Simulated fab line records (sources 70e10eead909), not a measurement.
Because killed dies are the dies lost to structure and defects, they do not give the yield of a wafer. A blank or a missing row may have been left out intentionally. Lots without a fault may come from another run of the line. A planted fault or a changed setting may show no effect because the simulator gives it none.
fab line records / flow nandHarc / part 2 of 2: steps 28 to 34 of 34
record: lots: 5 wafers: 15 lastDay: 33
route steps=1302 shown A_STAIRCASE@643
lots with no fault: from the same line, run without faults
startH: hours from the record's opening day to when the first of the lot's shown wafers began / waitH: hours since the lot's step before / " the same as in the row above / L1.1+2: one row covering several wafers at once / - no value present, or no start provided / * or withheld: withheld / < > ~ a bound
route shown NAME@n: NAME is a module with steps in the file, n the number in the route of the first one / usual: the fault-free wafers' mean and standard deviation / same: alike in all rows / chamber/n: place in a boat / sites: per-site readings / _std_site: the standard deviation of these / _edge_site: the outer-site mean with the inner-site mean subtracted / radiusMm: how far each site lies from the wafer's centre / mask NAME#n: copy n / behind: the tool/chamber that last shaped the wafer / hold: the reason the lot was held/the length of the hold in hours/how it ended / device: whichever transistor did not switch (one of n, p or np) / end of line: tests of these same wafers at the route's end / a step without rows: its recipe alone / killed: not the wafer's yield, but the dies lost to structure and defects at the first sort / map: the dies of a wafer, with x for killed, . for not killed, _ for no die there
set.NAME: the setting that was run; set.NAME@STEP: the one run at that earlier step / model.NAME: the simulator's own value behind a step, which no gauge read
lots at some steps of the route; a table a step, a row a wafer
services: the hour from which a tool's chamber was out of use, counted from the record's first day as startH (under 0 if before that day), plus the number of hours and why
== steps ==
step: NHARC_A_STAIRCASE_TRIM_16
recipe: timeS: 211.2 o2FlowSccm: 500 arFlowSccm: 0 biasW: 0 chemistry: O2
usual: drypumpMotorCurrentA: 6.1/0.35 oesProductAu: 1.001/0.0068 rfVppV: 58.0/0.86 showerheadPlenumPTorr: 3.59/0.16 throttleValvePct: 17.037/0.0087
lot.wafer=L080.3 tool=rieDiel-04 chamber=0 startH=- waitH=- drypumpMotorCurrentA=6.2 oesProductAu=0.996 rfHoursCounterH=14 rfVppV=57.9 showerheadPlenumPTorr=3.37 throttleValvePct=17.040
lot.wafer=L080.6 tool=rieDiel-04 chamber=2 startH=- waitH=- drypumpMotorCurrentA=6.3 oesProductAu=1.003 rfHoursCounterH=- rfVppV=58.2 showerheadPlenumPTorr=3.62 throttleValvePct=17.035
lot.wafer=L080.5 tool=rieDiel-04 chamber=3 startH=- waitH=- drypumpMotorCurrentA=5.5 oesProductAu=0.998 rfHoursCounterH=- rfVppV=58.7 showerheadPlenumPTorr=3.80 throttleValvePct=17.024
lot.wafer=L085.1 tool=rieDiel-01 chamber=3 startH=- waitH=- drypumpMotorCurrentA=5.9 oesProductAu=1.012 rfHoursCounterH=17 rfVppV=60.1 showerheadPlenumPTorr=3.77 throttleValvePct=17.040
lot.wafer=L085.5 tool=rieDiel-01 chamber=3 startH=- waitH=- drypumpMotorCurrentA=6.0 oesProductAu=1.006 rfHoursCounterH=- rfVppV=57.5 showerheadPlenumPTorr=3.77 throttleValvePct=17.031
lot.wafer=L085.6 tool=rieDiel-01 chamber=0 startH=- waitH=- drypumpMotorCurrentA=5.7 oesProductAu=1.016 rfHoursCounterH=- rfVppV=58.3 showerheadPlenumPTorr=3.39 throttleValvePct=17.030
lot.wafer=L084.3 tool=rieDiel-06 chamber=2 startH=- waitH=- drypumpMotorCurrentA=6.4 oesProductAu=1.007 rfHoursCounterH=42 rfVppV=58.9 showerheadPlenumPTorr=3.59 throttleValvePct=17.035
lot.wafer=L084.1 tool=rieDiel-06 chamber=3 startH=- waitH=- drypumpMotorCurrentA=6.5 oesProductAu=1.007 rfHoursCounterH=46 rfVppV=58.4 showerheadPlenumPTorr=3.72 throttleValvePct=17.038
lot.wafer=L084.5 tool=rieDiel-06 chamber=2 startH=- waitH=- drypumpMotorCurrentA=6.5 oesProductAu=1.008 rfHoursCounterH=- rfVppV=58.5 showerheadPlenumPTorr=3.59 throttleValvePct=17.026
lot.wafer=L093.2 tool=rieDiel-06 chamber=1 startH=- waitH=- drypumpMotorCurrentA=6.4 oesProductAu=1.000 rfHoursCounterH=17 rfVppV=58.1 showerheadPlenumPTorr=3.77 throttleValvePct=17.036
lot.wafer=L093.6 tool=rieDiel-06 chamber=2 startH=- waitH=- drypumpMotorCurrentA=6.4 oesProductAu=1.010 rfHoursCounterH=- rfVppV=58.3 showerheadPlenumPTorr=3.58 throttleValvePct=17.034
lot.wafer=L093.4 tool=rieDiel-06 chamber=0 startH=- waitH=- drypumpMotorCurrentA=6.0 oesProductAu=0.998 rfHoursCounterH=- rfVppV=57.4 showerheadPlenumPTorr=3.48 throttleValvePct=17.025
lot.wafer=L096.1 tool=rieDiel-06 chamber=0 startH=- waitH=- drypumpMotorCurrentA=6.0 oesProductAu=0.985 rfHoursCounterH=29 rfVppV=58.6 showerheadPlenumPTorr=3.47 throttleValvePct=17.033
lot.wafer=L096.2 tool=rieDiel-06 chamber=1 startH=- waitH=- drypumpMotorCurrentA=6.4 oesProductAu=1.001 rfHoursCounterH=27 rfVppV=58.9 showerheadPlenumPTorr=3.76 throttleValvePct=17.044
lot.wafer=L096.6 tool=rieDiel-06 chamber=2 startH=- waitH=- drypumpMotorCurrentA=6.5 oesProductAu=1.003 rfHoursCounterH=- rfVppV=57.8 showerheadPlenumPTorr=3.57 throttleValvePct=17.030
step: NHARC_A_STAIRCASE_ETCH_17
recipe: targetDepthA: 1000 timeS: 40.5 ionEnergyEv: 400 c4f8FlowSccm: 20 o2FlowSccm: 10 arFlowSccm: withheld rfW: 600 biasW: 1000 chemistry: C4F8/O2
usual: oesProductAu: 0.943/0.0095 rfVppV: 898/6
lot.wafer=L080.3 tool=rieDiel-04 chamber=0 startH=- waitH=- oesProductAu=0.933 rfHoursCounterH=14 rfVppV=890
lot.wafer=L080.5 tool=rieDiel-04 chamber=0 startH=- waitH=- oesProductAu=0.926 rfHoursCounterH=- rfVppV=891
lot.wafer=L080.6 tool=rieDiel-04 chamber=1 startH=- waitH=- oesProductAu=0.944 rfHoursCounterH=- rfVppV=892
lot.wafer=L085.1 tool=rieDiel-01 chamber=3 startH=- waitH=- oesProductAu=0.945 rfHoursCounterH=17 rfVppV=905
lot.wafer=L085.6 tool=rieDiel-01 chamber=3 startH=- waitH=- oesProductAu=0.952 rfHoursCounterH=- rfVppV=904
lot.wafer=L085.5 tool=rieDiel-01 chamber=0 startH=- waitH=- oesProductAu=0.952 rfHoursCounterH=- rfVppV=891
lot.wafer=L084.1 tool=rieDiel-06 chamber=3 startH=- waitH=- oesProductAu=0.932 rfHoursCounterH=46 rfVppV=902
lot.wafer=L084.3 tool=rieDiel-06 chamber=1 startH=- waitH=- oesProductAu=0.936 rfHoursCounterH=45 rfVppV=905
lot.wafer=L084.5 tool=rieDiel-06 chamber=2 startH=- waitH=- oesProductAu=0.942 rfHoursCounterH=- rfVppV=899
lot.wafer=L093.2 tool=rieDiel-06 chamber=0 startH=- waitH=- oesProductAu=0.940 rfHoursCounterH=18 rfVppV=894
lot.wafer=L093.6 tool=rieDiel-06 chamber=0 startH=- waitH=- oesProductAu=0.953 rfHoursCounterH=- rfVppV=893
lot.wafer=L093.4 tool=rieDiel-06 chamber=1 startH=- waitH=- oesProductAu=0.940 rfHoursCounterH=- rfVppV=904
lot.wafer=L096.1 tool=rieDiel-06 chamber=2 startH=- waitH=- oesProductAu=0.954 rfHoursCounterH=24 rfVppV=898
lot.wafer=L096.2 tool=rieDiel-06 chamber=1 startH=- waitH=- oesProductAu=0.946 rfHoursCounterH=27 rfVppV=906
lot.wafer=L096.6 tool=rieDiel-06 chamber=2 startH=- waitH=- oesProductAu=0.948 rfHoursCounterH=- rfVppV=897
step: NHARC_A_STAIRCASE_TRIM_18
recipe: timeS: 211.2 o2FlowSccm: 500 arFlowSccm: 0 biasW: 0 chemistry: O2
usual: drypumpMotorCurrentA: 6.1/0.36 oesProductAu: 1.002/0.0077 rfVppV: 57.9/0.94 showerheadPlenumPTorr: 3.59/0.16 throttleValvePct: 17.035/0.009
lot.wafer=L080.3 tool=rieDiel-04 chamber=2 startH=- waitH=- drypumpMotorCurrentA=6.3 oesProductAu=1.001 rfHoursCounterH=18 rfVppV=58.2 showerheadPlenumPTorr=3.62 throttleValvePct=17.046
lot.wafer=L080.6 tool=rieDiel-04 chamber=3 startH=- waitH=- drypumpMotorCurrentA=5.4 oesProductAu=0.997 rfHoursCounterH=- rfVppV=59.7 showerheadPlenumPTorr=3.80 throttleValvePct=17.031
lot.wafer=L080.5 tool=rieDiel-04 chamber=0 startH=- waitH=- drypumpMotorCurrentA=6.2 oesProductAu=1.005 rfHoursCounterH=- rfVppV=58.1 showerheadPlenumPTorr=3.37 throttleValvePct=17.028
lot.wafer=L085.1 tool=rieDiel-01 chamber=3 startH=- waitH=- drypumpMotorCurrentA=5.9 oesProductAu=0.998 rfHoursCounterH=17 rfVppV=59.8 showerheadPlenumPTorr=3.77 throttleValvePct=17.042
lot.wafer=L085.6 tool=rieDiel-01 chamber=3 startH=- waitH=- drypumpMotorCurrentA=5.9 oesProductAu=1.006 rfHoursCounterH=- rfVppV=58.8 showerheadPlenumPTorr=3.76 throttleValvePct=17.029
lot.wafer=L085.5 tool=rieDiel-01 chamber=0 startH=- waitH=- drypumpMotorCurrentA=5.7 oesProductAu=1.011 rfHoursCounterH=- rfVppV=57.4 showerheadPlenumPTorr=3.40 throttleValvePct=17.040
lot.wafer=L084.1 tool=rieDiel-06 chamber=2 startH=- waitH=- drypumpMotorCurrentA=6.4 oesProductAu=1.019 rfHoursCounterH=42 rfVppV=56.9 showerheadPlenumPTorr=3.59 throttleValvePct=17.037
lot.wafer=L084.3 tool=rieDiel-06 chamber=3 startH=- waitH=- drypumpMotorCurrentA=6.5 oesProductAu=1.006 rfHoursCounterH=46 rfVppV=58.4 showerheadPlenumPTorr=3.72 throttleValvePct=17.031
lot.wafer=L084.5 tool=rieDiel-06 chamber=1 startH=- waitH=- drypumpMotorCurrentA=6.4 oesProductAu=1.009 rfHoursCounterH=- rfVppV=57.9 showerheadPlenumPTorr=3.78 throttleValvePct=17.042
lot.wafer=L093.2 tool=rieDiel-06 chamber=2 startH=- waitH=- drypumpMotorCurrentA=6.4 oesProductAu=1.012 rfHoursCounterH=16 rfVppV=58.4 showerheadPlenumPTorr=3.58 throttleValvePct=17.041
lot.wafer=L093.4 tool=rieDiel-06 chamber=0 startH=- waitH=- drypumpMotorCurrentA=6.0 oesProductAu=1.004 rfHoursCounterH=- rfVppV=57.0 showerheadPlenumPTorr=3.48 throttleValvePct=17.048
lot.wafer=L093.6 tool=rieDiel-06 chamber=1 startH=- waitH=- drypumpMotorCurrentA=6.4 oesProductAu=0.996 rfHoursCounterH=- rfVppV=56.1 showerheadPlenumPTorr=3.77 throttleValvePct=17.034
lot.wafer=L096.2 tool=rieDiel-06 chamber=0 startH=- waitH=- drypumpMotorCurrentA=6.0 oesProductAu=1.007 rfHoursCounterH=29 rfVppV=58.8 showerheadPlenumPTorr=3.47 throttleValvePct=17.025
lot.wafer=L096.1 tool=rieDiel-06 chamber=2 startH=- waitH=- drypumpMotorCurrentA=6.5 oesProductAu=1.019 rfHoursCounterH=24 rfVppV=59.4 showerheadPlenumPTorr=3.57 throttleValvePct=17.034
lot.wafer=L096.6 tool=rieDiel-06 chamber=1 startH=- waitH=- drypumpMotorCurrentA=6.4 oesProductAu=1.004 rfHoursCounterH=- rfVppV=59.0 showerheadPlenumPTorr=3.76 throttleValvePct=17.036
step: NHARC_A_STAIRCASE_ETCH_19
recipe: targetDepthA: 1000 timeS: 40.5 ionEnergyEv: 400 c4f8FlowSccm: 20 o2FlowSccm: 10 arFlowSccm: withheld rfW: 600 biasW: 1000 chemistry: C4F8/O2
usual: oesProductAu: 0.943/0.0091 rfVppV: 898/5.8
lot.wafer=L080.3 tool=rieDiel-04 chamber=1 startH=- waitH=- oesProductAu=0.934 rfHoursCounterH=17 rfVppV=891
lot.wafer=L080.6 tool=rieDiel-04 chamber=0 startH=- waitH=- oesProductAu=0.920 rfHoursCounterH=- rfVppV=890
lot.wafer=L080.5 tool=rieDiel-04 chamber=1 startH=- waitH=- oesProductAu=0.934 rfHoursCounterH=- rfVppV=892
lot.wafer=L085.1 tool=rieDiel-01 chamber=3 startH=- waitH=- oesProductAu=0.938 rfHoursCounterH=17 rfVppV=904
lot.wafer=L085.5 tool=rieDiel-01 chamber=0 startH=- waitH=- oesProductAu=0.953 rfHoursCounterH=- rfVppV=890
lot.wafer=L085.6 tool=rieDiel-01 chamber=1 startH=- waitH=- oesProductAu=0.944 rfHoursCounterH=- rfVppV=893
lot.wafer=L084.1 tool=rieDiel-06 chamber=0 startH=- waitH=- oesProductAu=0.934 rfHoursCounterH=48 rfVppV=895
lot.wafer=L084.3 tool=rieDiel-06 chamber=1 startH=- waitH=- oesProductAu=0.932 rfHoursCounterH=46 rfVppV=905
lot.wafer=L084.5 tool=rieDiel-06 chamber=0 startH=- waitH=- oesProductAu=0.934 rfHoursCounterH=- rfVppV=893
lot.wafer=L093.2 tool=rieDiel-06 chamber=1 startH=- waitH=- oesProductAu=0.939 rfHoursCounterH=17 rfVppV=906
lot.wafer=L093.4 tool=rieDiel-06 chamber=0 startH=- waitH=- oesProductAu=0.940 rfHoursCounterH=- rfVppV=895
lot.wafer=L093.6 tool=rieDiel-06 chamber=1 startH=- waitH=- oesProductAu=0.933 rfHoursCounterH=- rfVppV=904
lot.wafer=L096.1 tool=rieDiel-06 chamber=3 startH=- waitH=- oesProductAu=0.944 rfHoursCounterH=18 rfVppV=901
lot.wafer=L096.2 tool=rieDiel-06 chamber=0 startH=- waitH=- oesProductAu=0.935 rfHoursCounterH=29 rfVppV=894
lot.wafer=L096.6 tool=rieDiel-06 chamber=3 startH=- waitH=- oesProductAu=0.930 rfHoursCounterH=- rfVppV=902
step: NHARC_A_STAIRCASE_TRIM_20
recipe: timeS: 211.2 o2FlowSccm: 500 arFlowSccm: 0 biasW: 0 chemistry: O2
usual: drypumpMotorCurrentA: 6.0/0.36 oesProductAu: 1.000/0.0059 rfVppV: 57.9/0.91 showerheadPlenumPTorr: 3.57/0.18 throttleValvePct: 17.037/0.009
lot.wafer=L080.3 tool=rieDiel-01 chamber=2 startH=412.45 waitH=0.1 drypumpMotorCurrentA=6.1 oesProductAu=1.010 rfHoursCounterH=10 rfVppV=58.5 showerheadPlenumPTorr=3.80 throttleValvePct=17.039
lot.wafer=L080.5 tool=rieDiel-01 chamber=1 startH=412.45 waitH=0.1 drypumpMotorCurrentA=5.4 oesProductAu=1.009 rfHoursCounterH=- rfVppV=58.7 showerheadPlenumPTorr=3.45 throttleValvePct=17.043
lot.wafer=L080.6 tool=rieDiel-01 chamber=2 startH=412.45 waitH=0.1 drypumpMotorCurrentA=6.1 oesProductAu=1.004 rfHoursCounterH=- rfVppV=58.1 showerheadPlenumPTorr=3.80 throttleValvePct=17.036
lot.wafer=L085.1 tool=rieDiel-04 chamber=1 startH=454.42 waitH=0.1 drypumpMotorCurrentA=6.3 oesProductAu=0.989 rfHoursCounterH=32 rfVppV=57.3 showerheadPlenumPTorr=3.41 throttleValvePct=17.040
lot.wafer=L085.6 tool=rieDiel-04 chamber=0 startH=454.42 waitH=0.1 drypumpMotorCurrentA=6.2 oesProductAu=0.994 rfHoursCounterH=- rfVppV=57.9 showerheadPlenumPTorr=3.36 throttleValvePct=17.044
lot.wafer=L085.5 tool=rieDiel-04 chamber=1 startH=454.42 waitH=0.1 drypumpMotorCurrentA=6.3 oesProductAu=0.995 rfHoursCounterH=- rfVppV=58.9 showerheadPlenumPTorr=3.41 throttleValvePct=17.048
lot.wafer=L084.1 tool=rieDiel-04 chamber=2 startH=457.97 waitH=0.1 drypumpMotorCurrentA=6.3 oesProductAu=0.997 rfHoursCounterH=34 rfVppV=57.9 showerheadPlenumPTorr=3.61 throttleValvePct=17.041
lot.wafer=L084.3 tool=rieDiel-04 chamber=3 startH=457.97 waitH=0.1 drypumpMotorCurrentA=5.5 oesProductAu=0.995 rfHoursCounterH=26 rfVppV=60.2 showerheadPlenumPTorr=3.79 throttleValvePct=17.049
lot.wafer=L084.5 tool=rieDiel-04 chamber=1 startH=457.97 waitH=0.1 drypumpMotorCurrentA=6.3 oesProductAu=0.982 rfHoursCounterH=- rfVppV=57.1 showerheadPlenumPTorr=3.41 throttleValvePct=17.042
lot.wafer=L093.2 tool=rieDiel-04 chamber=3 startH=542.39 waitH=0.1 drypumpMotorCurrentA=5.4 oesProductAu=1.008 rfHoursCounterH=0 rfVppV=57.9 showerheadPlenumPTorr=3.78 throttleValvePct=17.049
lot.wafer=L093.6 tool=rieDiel-04 chamber=1 startH=542.39 waitH=0.1 drypumpMotorCurrentA=6.3 oesProductAu=1.006 rfHoursCounterH=- rfVppV=56.9 showerheadPlenumPTorr=3.40 throttleValvePct=17.016
lot.wafer=L093.4 tool=rieDiel-04 chamber=3 startH=542.39 waitH=0.1 drypumpMotorCurrentA=5.5 oesProductAu=1.007 rfHoursCounterH=- rfVppV=59.2 showerheadPlenumPTorr=3.78 throttleValvePct=17.029
lot.wafer=L096.2 tool=rieDiel-04 chamber=2 startH=571.92 waitH=0.1 drypumpMotorCurrentA=6.3 oesProductAu=0.998 rfHoursCounterH=8 rfVppV=58.1 showerheadPlenumPTorr=3.59 throttleValvePct=17.030
lot.wafer=L096.1 tool=rieDiel-04 chamber=0 startH=571.92 waitH=0.1 drypumpMotorCurrentA=6.2 oesProductAu=0.996 rfHoursCounterH=8 rfVppV=56.2 showerheadPlenumPTorr=3.34 throttleValvePct=17.043
lot.wafer=L096.6 tool=rieDiel-04 chamber=3 startH=571.92 waitH=0.1 drypumpMotorCurrentA=5.5 oesProductAu=1.007 rfHoursCounterH=- rfVppV=57.2 showerheadPlenumPTorr=3.77 throttleValvePct=17.052
step: NHARC_A_STAIRCASE_ETCH_21
recipe: targetDepthA: 1000 timeS: 40.5 ionEnergyEv: 400 c4f8FlowSccm: 20 o2FlowSccm: 10 arFlowSccm: withheld rfW: 600 biasW: 1000 chemistry: C4F8/O2
usual: oesProductAu: 0.960/0.013 rfVppV: 898/6.4
lot.wafer=L080.3 tool=rieDiel-01 chamber=1 startH=- waitH=- oesProductAu=0.954 rfHoursCounterH=10 rfVppV=892
lot.wafer=L080.5 tool=rieDiel-01 chamber=3 startH=- waitH=- oesProductAu=0.965 rfHoursCounterH=- rfVppV=904
lot.wafer=L080.6 tool=rieDiel-01 chamber=1 startH=- waitH=- oesProductAu=0.948 rfHoursCounterH=- rfVppV=892
lot.wafer=L085.1 tool=rieDiel-04 chamber=0 startH=- waitH=- oesProductAu=0.963 rfHoursCounterH=26 rfVppV=890
lot.wafer=L085.6 tool=rieDiel-04 chamber=3 startH=- waitH=- oesProductAu=0.963 rfHoursCounterH=- rfVppV=906
lot.wafer=L085.5 tool=rieDiel-04 chamber=0 startH=- waitH=- oesProductAu=0.959 rfHoursCounterH=- rfVppV=890
lot.wafer=L084.3 tool=rieDiel-04 chamber=1 startH=- waitH=- oesProductAu=0.961 rfHoursCounterH=33 rfVppV=892
lot.wafer=L084.1 tool=rieDiel-04 chamber=2 startH=- waitH=- oesProductAu=0.983 rfHoursCounterH=34 rfVppV=900
lot.wafer=L084.5 tool=rieDiel-04 chamber=2 startH=- waitH=- oesProductAu=0.971 rfHoursCounterH=- rfVppV=900
lot.wafer=L093.2 tool=rieDiel-04 chamber=0 startH=- waitH=- oesProductAu=0.966 rfHoursCounterH=0 rfVppV=889
lot.wafer=L093.4 tool=rieDiel-04 chamber=2 startH=- waitH=- oesProductAu=0.990 rfHoursCounterH=0 rfVppV=898
lot.wafer=L093.6 tool=rieDiel-04 chamber=0 startH=- waitH=- oesProductAu=0.962 rfHoursCounterH=- rfVppV=890
lot.wafer=L096.2 tool=rieDiel-04 chamber=2 startH=- waitH=- oesProductAu=0.972 rfHoursCounterH=8 rfVppV=899
lot.wafer=L096.1 tool=rieDiel-04 chamber=0 startH=- waitH=- oesProductAu=0.984 rfHoursCounterH=8 rfVppV=888
lot.wafer=L096.6 tool=rieDiel-04 chamber=2 startH=- waitH=- oesProductAu=0.961 rfHoursCounterH=- rfVppV=899
step: NHARC_A_STAIRCASE_TRIM_22
recipe: timeS: 211.2 o2FlowSccm: 500 arFlowSccm: 0 biasW: 0 chemistry: O2
usual: drypumpMotorCurrentA: 6.0/0.36 oesProductAu: 1.003/0.0056 rfVppV: 57.8/0.91 showerheadPlenumPTorr: 3.58/0.18 throttleValvePct: 17.036/0.0089
lot.wafer=L080.3 tool=rieDiel-01 chamber=2 startH=- waitH=- drypumpMotorCurrentA=6.1 oesProductAu=1.008 rfHoursCounterH=11 rfVppV=58.8 showerheadPlenumPTorr=3.80 throttleValvePct=17.035
lot.wafer=L080.5 tool=rieDiel-01 chamber=3 startH=- waitH=- drypumpMotorCurrentA=6.0 oesProductAu=1.005 rfHoursCounterH=- rfVppV=58.5 showerheadPlenumPTorr=3.77 throttleValvePct=17.042
lot.wafer=L080.6 tool=rieDiel-01 chamber=1 startH=- waitH=- drypumpMotorCurrentA=5.4 oesProductAu=0.997 rfHoursCounterH=- rfVppV=58.7 showerheadPlenumPTorr=3.45 throttleValvePct=17.030
lot.wafer=L085.1 tool=rieDiel-04 chamber=3 startH=- waitH=- drypumpMotorCurrentA=5.4 oesProductAu=1.005 rfHoursCounterH=25 rfVppV=59.1 showerheadPlenumPTorr=3.79 throttleValvePct=17.020
lot.wafer=L085.6 tool=rieDiel-04 chamber=3 startH=- waitH=- drypumpMotorCurrentA=5.5 oesProductAu=0.995 rfHoursCounterH=- rfVppV=57.8 showerheadPlenumPTorr=3.79 throttleValvePct=17.044
lot.wafer=L085.5 tool=rieDiel-04 chamber=0 startH=- waitH=- drypumpMotorCurrentA=6.2 oesProductAu=0.997 rfHoursCounterH=- rfVppV=58.5 showerheadPlenumPTorr=3.36 throttleValvePct=17.048
lot.wafer=L084.1 tool=rieDiel-04 chamber=2 startH=- waitH=- drypumpMotorCurrentA=6.3 oesProductAu=0.999 rfHoursCounterH=34 rfVppV=57.5 showerheadPlenumPTorr=3.61 throttleValvePct=17.027
lot.wafer=L084.3 tool=rieDiel-04 chamber=1 startH=- waitH=- drypumpMotorCurrentA=6.3 oesProductAu=1.001 rfHoursCounterH=33 rfVppV=56.3 showerheadPlenumPTorr=3.41 throttleValvePct=17.037
lot.wafer=L084.5 tool=rieDiel-04 chamber=2 startH=- waitH=- drypumpMotorCurrentA=6.3 oesProductAu=1.004 rfHoursCounterH=- rfVppV=57.4 showerheadPlenumPTorr=3.61 throttleValvePct=17.027
lot.wafer=L093.4 tool=rieDiel-04 chamber=1 startH=- waitH=- drypumpMotorCurrentA=6.3 oesProductAu=1.001 rfHoursCounterH=0 rfVppV=56.7 showerheadPlenumPTorr=3.40 throttleValvePct=17.026
lot.wafer=L093.2 tool=rieDiel-04 chamber=2 startH=- waitH=- drypumpMotorCurrentA=6.3 oesProductAu=0.999 rfHoursCounterH=0 rfVppV=58.3 showerheadPlenumPTorr=3.60 throttleValvePct=17.042
lot.wafer=L093.6 tool=rieDiel-04 chamber=1 startH=- waitH=- drypumpMotorCurrentA=6.3 oesProductAu=1.002 rfHoursCounterH=- rfVppV=57.7 showerheadPlenumPTorr=3.40 throttleValvePct=17.045
lot.wafer=L096.1 tool=rieDiel-04 chamber=0 startH=- waitH=- drypumpMotorCurrentA=6.2 oesProductAu=0.990 rfHoursCounterH=8 rfVppV=56.3 showerheadPlenumPTorr=3.34 throttleValvePct=17.027
lot.wafer=L096.2 tool=rieDiel-04 chamber=2 startH=- waitH=- drypumpMotorCurrentA=6.3 oesProductAu=0.999 rfHoursCounterH=8 rfVppV=57.6 showerheadPlenumPTorr=3.59 throttleValvePct=17.035
lot.wafer=L096.6 tool=rieDiel-04 chamber=3 startH=- waitH=- drypumpMotorCurrentA=5.5 oesProductAu=1.004 rfHoursCounterH=- rfVppV=57.3 showerheadPlenumPTorr=3.77 throttleValvePct=17.019
== services ==
tool=rieDiel-06 chamber=0 startH=390.50 hours=- kind=clean
tool=lithoTrack-02 chamber=- startH=402.00 hours=7.0 kind=pm
tool=rieDiel-01 chamber=0 startH=411.25 hours=2.8 kind=repair
tool=wetBench-02 chamber=- startH=420.00 hours=8.0 kind=pm
tool=lithoTrack-07 chamber=- startH=426.00 hours=7.0 kind=pm
tool=plasmaAsher-02 chamber=- startH=426.23 hours=9.0 kind=pm
tool=rieDiel-01 chamber=3 startH=435.56 hours=7.4 kind=repair
tool=krfScanner-02 chamber=- startH=438.00 hours=4.0 kind=pm
tool=krfScanner-04 chamber=- startH=448.54 hours=0.2 kind=repair
tool=lithoTrack-03 chamber=- startH=450.00 hours=7.0 kind=pm
tool=rieDiel-04 chamber=- startH=475.32 hours=1.2 kind=repair
tool=wetBench-06 chamber=- startH=479.90 hours=7.1 kind=repair
tool=krfScanner-01 chamber=- startH=484.00 hours=4.0 kind=pm
tool=rieDiel-06 chamber=- startH=484.64 hours=9.0 kind=pm
tool=rieDiel-01 chamber=1 startH=507.78 hours=6.3 kind=repair
tool=wetBench-07 chamber=- startH=512.00 hours=8.0 kind=pm
tool=rieDiel-01 chamber=- startH=523.00 hours=1.1 kind=repair
tool=plasmaAsher-01 chamber=- startH=524.55 hours=9.0 kind=pm
tool=krfScanner-04 chamber=- startH=526.00 hours=4.0 kind=pm
tool=rieDiel-04 chamber=2 startH=529.53 hours=12.9 kind=repair
tool=rieDiel-04 chamber=- startH=532.24 hours=9.0 kind=pm
tool=rieDiel-06 chamber=3 startH=532.99 hours=20.9 kind=repair
tool=wetBench-06 chamber=- startH=545.60 hours=8.0 kind=pm
tool=rieDiel-01 chamber=- startH=560.45 hours=9.0 kind=pm
